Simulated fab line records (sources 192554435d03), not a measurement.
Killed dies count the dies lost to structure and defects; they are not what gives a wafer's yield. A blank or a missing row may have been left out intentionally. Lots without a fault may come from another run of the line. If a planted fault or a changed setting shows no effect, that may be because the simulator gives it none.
fab line records | flow n5Finfet
record: lots: 7 wafers: 21
route steps=1938 shown BEOL_M0_SAQP@682 BEOL_M0@726 BEOL_M1@794 BEOL_M2@843 BEOL_M4@1021
startH: hours from the record's opening day to when the first of the lot's shown wafers began | waitH: how many hours have passed since the lot's step before this one | " unchanged from the row above | L1.1+2: a row that stands for several wafers | - no value, or no start was given | * or withheld: withheld | < > ~ a bound
route shown NAME@n: a module of which the file shows steps, and the number in the route of the first | usual: mean/standard deviation taken from wafers without a fault | same: alike in all rows | chamber/n: place in a boat | sites: the reading at each site | _std_site: the values' standard deviation | _edge_site: outer sites' mean less inner sites' | radiusMm: for every site, how far away it sits from the centre of the wafer | mask NAME#n: copy n | behind: tool/chamber where the wafer was last shaped | hold: why the lot was held/for how many hours/how that ended | device: the transistor (n, p or np) that didn't switch | end of line: the tests these same wafers got at the end of their route | step lacking rows: just its recipe | killed: dies that structure and defects cost at the first sort, which is not the same as the wafer's yield | map: dies across one wafer; x = killed, . = not, _ = none there
set.NAME: the setting as run; set.NAME@STEP: as run at that earlier step | model.NAME: the simulator's own value behind a step, which no gauge read
lots run with intentionally changed settings; tables by step, rows by wafer
== steps ==
step: N5_BEOL_M0_SAQP_COAT_87
recipe: resist: underlayer tempC: 205 timeS: 60 spinRpm: 1500 resistThkNm: 5
columns lot.wafer tool chamber startH waitH set.spinRpm
L075.1+3 lithoTrack-03 0 - - 1500
L075.4 " 0 " " 1449
L083.1+3+4 lithoTrack-02 0 - - 1500
L085.1+4 lithoTrack-02 0 - - 1614
L085.3 " 0 " " 1500
L088.1+3+6 lithoTrack-02 0 - - 1500
L091.1+5 lithoTrack-05 0 - - 1500
L091.4 " 0 " " 1610
L095.3+6 lithoTrack-05 0 - - 1500
L095.4 " 0 " " 1591
L096.1+5+6 lithoTrack-05 0 - - 1500
step: N5_BEOL_M0_SAQP_COAT_34
recipe: resist: CAR-EUV spinRpm: 1500 resistThkNm: 30
step: N5_BEOL_M0_SAQP_EBR_36
recipe: solvent: PGMEA ebrWidthMm: 1.5
step: N5_BEOL_M0_SAQP_DESCUM_45
recipe: chemistry: O2 timeS: 7 sourcePowerW: 50 biasPowerW: 20 pressureMtorr: 20 rfFrequencyHz: 2.712e+07 tempC: 40 resist: CAR-EUV o2FlowSccm: 225
step: N5_BEOL_M0_SAQP_ETCH_88
recipe: chemistry: N2/H2 target: underlayer targetDepthA: 65 timeS: 5.2 ionEnergyEv: 200 maskMaterial: CAR-EUV pressureMtorr: 30 sourceW: 840 biasW: 150 n2FlowSccm: 200 h2FlowSccm: 200 ends: cleared
columns lot.wafer tool chamber startH waitH set.spinRpm@BEOL_M0_SAQP_COAT_87 model.etch.depthNm
L075.1 rieDiel-03 0 120.18 0.0 1500 4.98
L075.3 " 1 " " 1500 4.993
L075.4 " 2 " " 1449 5.069
L083.1 rieDiel-01 3 161.97 0.0 1500 5.008
L083.3 " 1 " " 1500 5.018
L083.4 " 2 " " 1500 5.017
L085.1 rieDiel-03 1 181.12 0.0 1614 4.841
L085.3 " 0 " " 1500 5.032
L085.4 " 1 " " 1614 4.84
L088.1 rieDiel-01 3 223.75 0.0 1500 5.023
L088.3 " 1 " " 1500 5.015
L088.6 " 3 " " 1500 5.032
L091.1 rieDiel-02 2 249.84 0.0 1500 5.001
L091.4 " 1 " " 1610 4.825
L091.5 " 1 " " 1500 5
L095.3 rieDiel-01 3 252.33 0.0 1500 4.992
L095.4 " 1 " " 1591 4.851
L095.6 " 2 " " 1500 4.984
L096.1 rieDiel-02 3 253.71 0.0 1500 4.992
L096.5 " 2 " " 1500 4.973
L096.6 " 3 " " 1500 4.985
step: N5_BEOL_M0_SAQP_ETCH_73
recipe: chemistry: CF4 target: SiARC targetDepthA: 195 maskMaterial: CAR-EUV timeS: 32.5 ionEnergyEv: 80 pressureMtorr: 40 sourceW: 545 biasW: 36 Ar_flow_sccm: 100 cf4FlowSccm: 100 ends: cleared
columns lot.wafer tool chamber startH waitH set.spinRpm@BEOL_M0_SAQP_COAT_72 model.etch.depthNm
L075.1 rieDiel-03 0 120.19 0.0 1500 14.92
L075.3 " 1 " " 1500 14.9
L075.4 " 2 " " 1568 14.64
L083.1 rieDiel-01 3 161.99 0.0 1581 14.69
L083.3 " 1 " " 1581 14.71
L083.4 " 2 " " 1500 15.05
L085.1 rieDiel-03 1 181.14 0.0 1500 15.07
L085.3 " 0 " " 1434 15.43
L085.4 " 1 " " 1434 15.44
L088.1 rieDiel-01 3 223.77 0.0 1500 14.97
L088.3 " 1 " " 1500 14.93
L088.6 " 3 " " 1447 15.17
L091.1 rieDiel-02 2 249.85 0.0 1437 15.32
L091.4 " 1 " " 1437 15.27
L091.5 " 1 " " 1437 15.31
L095.3 rieDiel-01 3 252.34 0.0 1407 15.52
L095.4 " 1 " " 1500 15.02
L095.6 " 2 " " 1500 14.99
L096.1 rieDiel-02 3 253.72 0.0 1500 14.95
L096.5 " 2 " " 1500 14.98
L096.6 " 3 " " 1500 14.91
step: N5_BEOL_M0_ETCH_109
recipe: chemistry: CH3F/O2 targetDepthA: 80 overetchA: 24 target: SiCN timeS: 27.4 ionEnergyEv: 120 pressureMtorr: 30 sourceW: 395 biasW: 75 Ar_flow_sccm: 150 CH3F_flow_sccm: 30 O2_flow_sccm: 20
usual: rfVppV: 297.9/1.7
columns lot.wafer tool chamber startH waitH set.biasW rfVppV
L075.1 rieDiel-06 3 125.77 0.0 75 299.2
L075.3 " 0 " " 64.74 272.7
L075.4 " 2 " " 75 296.7
L083.1 rieDiel-06 1 172.01 0.0 75 296.3
L083.3 " 3 " " 75 299.0
L083.4 " 0 " " 63.3 268.4
L085.1 rieDiel-05 2 183.72 0.0 75 300.2
L085.3 " 0 " " 75 295.5
L085.4 " 0 " " 75 296.8
L088.1 rieDiel-04 1 228.23 0.4 79.73 311.0
L088.3 " 0 " " 79.73 309.9
L088.6 " 1 " " 75 299.5
L091.1 rieDiel-05 0 253.72 0.5 75 296.1
L091.4 " 2 " " 75 299.7
L091.5 " 1 " " 81.37 313.5
L095.3 rieDiel-04 3 255.32 0.2 63.53 266.4
L095.4 " 1 " " 63.53 269.5
L095.6 " 0 " " 75 299.2
L096.1 rieDiel-04 0 256.60 0.0 75 297.7
L096.5 " 2 " " 75 296.5
L096.6 " 1 " " 75 298.0
step: N5_BEOL_M1_ETCH_70
recipe: chemistry: N2/H2 target: SOC targetDepthA: 800 overetchA: 160 maskMaterial: SiARC tempC: 40 timeS: 120 ionEnergyEv: 200 pressureMtorr: 30 sourceW: 840 biasW: 150 n2FlowSccm: 200 h2FlowSccm: 200
usual: rfVppV: 523.9/2.4
columns lot.wafer tool chamber startH waitH set.biasW rfVppV model.SiARC_of_BEOL_M1_COAT_68.thkNm
L075.1 rieDiel-01 0 136.55 0.0 150 522.6 6.4
L075.3 " 1 " " 169.6 570.0 5.2
L075.4 " 2 " " 169.6 567.2 5.4
L083.1 rieDiel-02 0 178.78 0.0 131.6 479.7 7.2
L083.3 " 1 " " 150 521.0 6.6
L083.4 " 3 " " 150 518.7 6.4
L085.1 rieDiel-02 3 192.48 0.0 150 520.2 6.4
L085.3 " 2 " " 150 523.0 6.4
L085.4 " 0 " " 150 521.8 6.4
L088.1 rieDiel-03 0 234.74 0.0 150 525.0 6.4
L088.3 " 3 " " 150 525.0 6.4
L088.6 " 1 " " 150 526.1 6.6
L091.1 rieDiel-01 2 260.51 0.0 172.7 574.6 5.4
L091.4 " 0 " " 172.7 574.4 5.4
L091.5 " 0 " " 150 523.3 6.6
L095.3 rieDiel-02 2 261.73 0.0 126.6 469.2 7.4
L095.4 " 3 " " 150 521.2 6.2
L095.6 " 2 " " 150 521.4 6.2
L096.1 rieDiel-03 0 264.27 0.0 150 523.5 6.4
L096.5 " 3 " " 150 526.2 6.2
L096.6 " 0 " " 150 523.6 6.4
step: N5_BEOL_M1_TRENCH_ETCH_37
recipe: chemistry: C4F6/O2 targetDepthA: 552.07 target: SiOC timeS: 29 ionEnergyEv: 250 pressureMtorr: 30 sourceW: 355 biasW: 185 Ar_flow_sccm: 300 C4F6_flow_sccm: 10 O2_flow_sccm: 10
usual: rfVppV: 659/10
columns lot.wafer tool chamber startH waitH set.biasW rfVppV
L075.1 rieDiel-01 0 - - 160.6 586
L075.3 " 1 " " 160.6 581
L075.4 " 2 " " 160.6 599
L083.1 rieDiel-02 0 - - 185 652
L083.3 " 1 " " 160.8 578
L083.4 " 3 " " 185 675
L085.1 rieDiel-02 3 - - 163.2 608
L085.3 " 2 " " 185 661
L085.4 " 0 " " 163.2 590
L088.1 rieDiel-03 0 - - 176.2 638
L088.3 " 3 " " 185 655
L088.6 " 1 " " 185 651
L091.1 rieDiel-01 2 - - 185 667
L091.4 " 0 " " 152.6 561
L091.5 " 0 " " 185 653
L095.3 rieDiel-02 2 - - 170.1 617
L095.4 " 3 " " 170.1 629
L095.6 " 2 " " 170.1 617
L096.1 rieDiel-03 0 - - 185 663
L096.5 " 3 " " 185 655
L096.6 " 0 " " 185 664
step: N5_BEOL_M1_ETCH_41
recipe: chemistry: CH3F/O2 target: SiCN targetDepthA: 319 taperDeg: 2 timeS: 57.8 ionEnergyEv: 120 maskMaterial: TiN pressureMtorr: 30 sourceW: 395 biasW: 75 Ar_flow_sccm: 150 CH3F_flow_sccm: 30 O2_flow_sccm: 20
step: N5_BEOL_M1_STRIP_97
recipe: chemistry: N2/H2 timeS: 10 powerW: 450 tempC: 40 pressureMtorr: 20 rfFrequencyHz: 6e+07 biasPowerW: 7 n2FlowSccm: 200 h2FlowSccm: 200
step: N5_BEOL_M1_OCD_MEAS_38
usual: trenchDepthNm: 55.4/1.1
columns lot.wafer tool chamber startH waitH set.biasW@BEOL_M1_TRENCH_ETCH_37 trenchDepthNm
L075.1 ocd-01 - 136.91 - 160.6 53.5
L075.3 " - " " 160.6 54.3
L075.4 " - " " 160.6 53.2
L083.1 ocd-02 - 179.13 - 185 55.8
L083.3 " - " " 160.8 51.6
L083.4 " - " " 185 54.6
L085.1 ocd-02 - 192.84 - 163.2 52.8
L085.3 " - " " 185 57.2
L085.4 " - " " 163.2 54.2
L088.1 ocd-02 - 235.10 - 176.2 53.7
L088.3 " - " " 185 56.0
L088.6 " - " " 185 53.8
L091.1 ocd-01 - 260.86 - 185 55.1
L091.4 " - " " 152.6 51.7
L091.5 " - " " 185 55.2
L095.3 ocd-02 - 262.09 - 170.1 54.2
L095.4 " - " " 170.1 52.9
L095.6 " - " " 170.1 54.1
L096.1 ocd-02 - 264.63 - 185 55.0
L096.5 " - " " 185 56.6
L096.6 " - " " 185 54.7
step: N5_BEOL_M2_PECVD_72
recipe: material: SiO2 targetThkA: 160 tempC: 400 precursor: TEOS/O2 pressureTorr: 5.5 rfW: 450 teosFlowSccm: 53.8 gas: O2 flowSccm: 3000 timeS: 18
columns lot.wafer tool chamber startH waitH set.timeS model.SiO2_of_BEOL_M2_PECVD_72.thkNm
L075.1 pecvd-03 2 143.18 0.0 17.11 15
L075.3 " 0 " " 18 16
L075.4 " 1 " " 17.11 15.2
L083.1 pecvd-04 2 183.90 0.0 19.39 17
L083.3 " 0 " " 18 15.6
L083.4 " 2 " " 18 16.2
L085.1 pecvd-04 1 197.11 0.0 18 15.8
L085.3 " 0 " " 20.68 18
L085.4 " 2 " " 20.68 18.4
L088.1 pecvd-01 0 238.90 0.0 19.97 17.2
L088.3 " 0 " " 18 15.8
L088.6 " 0 " " 19.97 17.6
L091.1 pecvd-03 0 264.58 0.0 15.89 13.6
L091.4+5 " 0,2 " " 18 15.8
L095.3 pecvd-01 2 267.39 0.0 18.75 16.2
L095.4 " 2 " " 18.75 16.8
L095.6 " 1 " " 18 16.2
L096.1 pecvd-04 1 269.39 0.0 18 15.8
L096.5 " 2 " " 18 16.2
L096.6 " 1 " " 18 16
step: N5_BEOL_M4_ILD_DEP_00
recipe: material: SiOC targetThkA: 790 tempC: 350 precursor: DEMS/O2 pressureTorr: 5 rfW: 500 timeS: 15.3
columns lot.wafer tool chamber startH waitH set.timeS model.SiOC_of_BEOL_M4_ILD_DEP_00.thkNm
L075.1 pecvd-03 0 175.25 0.0 16.49 83.4
L075.3 " 2 " " 16.49 84.4
L075.4 " 2 " " 16.49 85.4
L083.1 pecvd-03 2 213.40 0.0 15.3 79
L083.3 " 1 " " 16.96 86.8
L083.4 " 2 " " 16.96 88.2
L085.1 pecvd-02 0 215.24 0.0 16.1 83.2
L085.3 " 1 " " 15.3 79.8
L085.4 " 2 " " 16.1 84.8
L088.1 pecvd-03 1 257.81 0.0 14.07 74
L088.3 " 1 " " 14.07 74.8
L088.6 " 1 " " 15.3 81.6
L091.1 pecvd-03 2 296.24 0.0 14.27 73.6
L091.4 " 1 " " 14.27 75.6
L091.5 " 2 " " 15.3 80.8
L095.3 pecvd-03 0 304.73 0.0 15.3 78.4
L095.4 " 1 " " 17.24 90.8
L095.6 " 0 " " 15.3 79.8
L096.1 pecvd-01 1 309.96 0.0 15.3 79.4
L096.5+6 " 0,1 " " 15.3 81.6
step: N5_BEOL_M4_THK_MEAS_01
recipe: reads: SiOC_of_BEOL_M4_ILD_DEP_00
usual: M4_ILD_THK: 79.7/1.1
columns lot.wafer tool chamber startH waitH set.timeS@BEOL_M4_ILD_DEP_00 M4_ILD_THK[nm]
L075.1 filmMetro-01 - 175.31 0.0 16.49 83.4
L075.3 " - " " 16.49 84.3
L075.4 " - " " 16.49 85.4
L083.1 filmMetro-02 - 213.47 0.0 15.3 78.9
L083.3 " - " " 16.96 86.7
L083.4 " - " " 16.96 88.2
L085.1 filmMetro-02 - 215.31 0.0 16.1 83.1
L085.3 " - " " 15.3 79.9
L085.4 " - " " 16.1 84.8
L088.1 filmMetro-01 - 257.89 0.1 14.07 74.0
L088.3 " - " " 14.07 74.8
L088.6 " - " " 15.3 81.6
L091.1 filmMetro-02 - 296.31 0.0 14.27 73.6
L091.4 " - " " 14.27 75.6
L091.5 " - " " 15.3 80.8
L095.3 filmMetro-01 - 304.80 0.1 15.3 78.3
L095.4 " - " " 17.24 90.8
L095.6 " - " " 15.3 79.8
L096.1 filmMetro-02 - 310.03 0.0 15.3 79.4
L096.5 " - " " 15.3 81.7
L096.6 " - " " 15.3 81.6
== key ==
split: step: N5_BEOL_M0_SAQP_COAT_87 setting: spinRpm stated: 1500 by: wafer
response: step: N5_BEOL_M0_SAQP_ETCH_88 reading: model.etch.depthNm change: -0.0241 per: 1% r: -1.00
split: step: N5_BEOL_M0_ETCH_109 setting: biasW stated: 75 by: wafer
response: step: N5_BEOL_M0_ETCH_109 reading: rfVppV change: +1.91 per: 1% r: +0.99
split: step: N5_BEOL_M1_ETCH_70 setting: biasW stated: 150 by: wafer
response: step: N5_BEOL_M1_ETCH_70 reading: rfVppV change: +3.38 per: 1% r: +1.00
response: step: N5_BEOL_M1_ETCH_70 reading: model.SiARC_of_BEOL_M1_COAT_68.thkNm change: -0.0754 per: 1% r: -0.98
split: step: N5_BEOL_M1_TRENCH_ETCH_37 setting: biasW stated: 185 by: wafer
response: step: N5_BEOL_M1_TRENCH_ETCH_37 reading: rfVppV change: +5.73 per: 1% r: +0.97
response: step: N5_BEOL_M1_OCD_MEAS_38 reading: trenchDepthNm change: +0.244 per: 1% r: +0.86
split: step: N5_BEOL_M2_PECVD_72 setting: timeS stated: 18 by: wafer
response: step: N5_BEOL_M2_PECVD_72 reading: model.SiO2_of_BEOL_M2_PECVD_72.thkNm change: +0.161 per: 1% r: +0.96
split: step: N5_BEOL_M4_ILD_DEP_00 setting: timeS stated: 15.3 by: wafer
response: step: N5_BEOL_M4_ILD_DEP_00 reading: model.SiOC_of_BEOL_M4_ILD_DEP_00.thkNm change: +0.871 per: 1% r: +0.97
response: step: N5_BEOL_M4_THK_MEAS_01 reading: M4_ILD_THK change: +0.871 per: 1% r: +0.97
split outsideThisFile step=N5_BEOL_M0_SAQP_COAT_72 setting=spinRpm
split outsideThisFile: this setting was split too, and the file shows its column; the key of that split is in another file
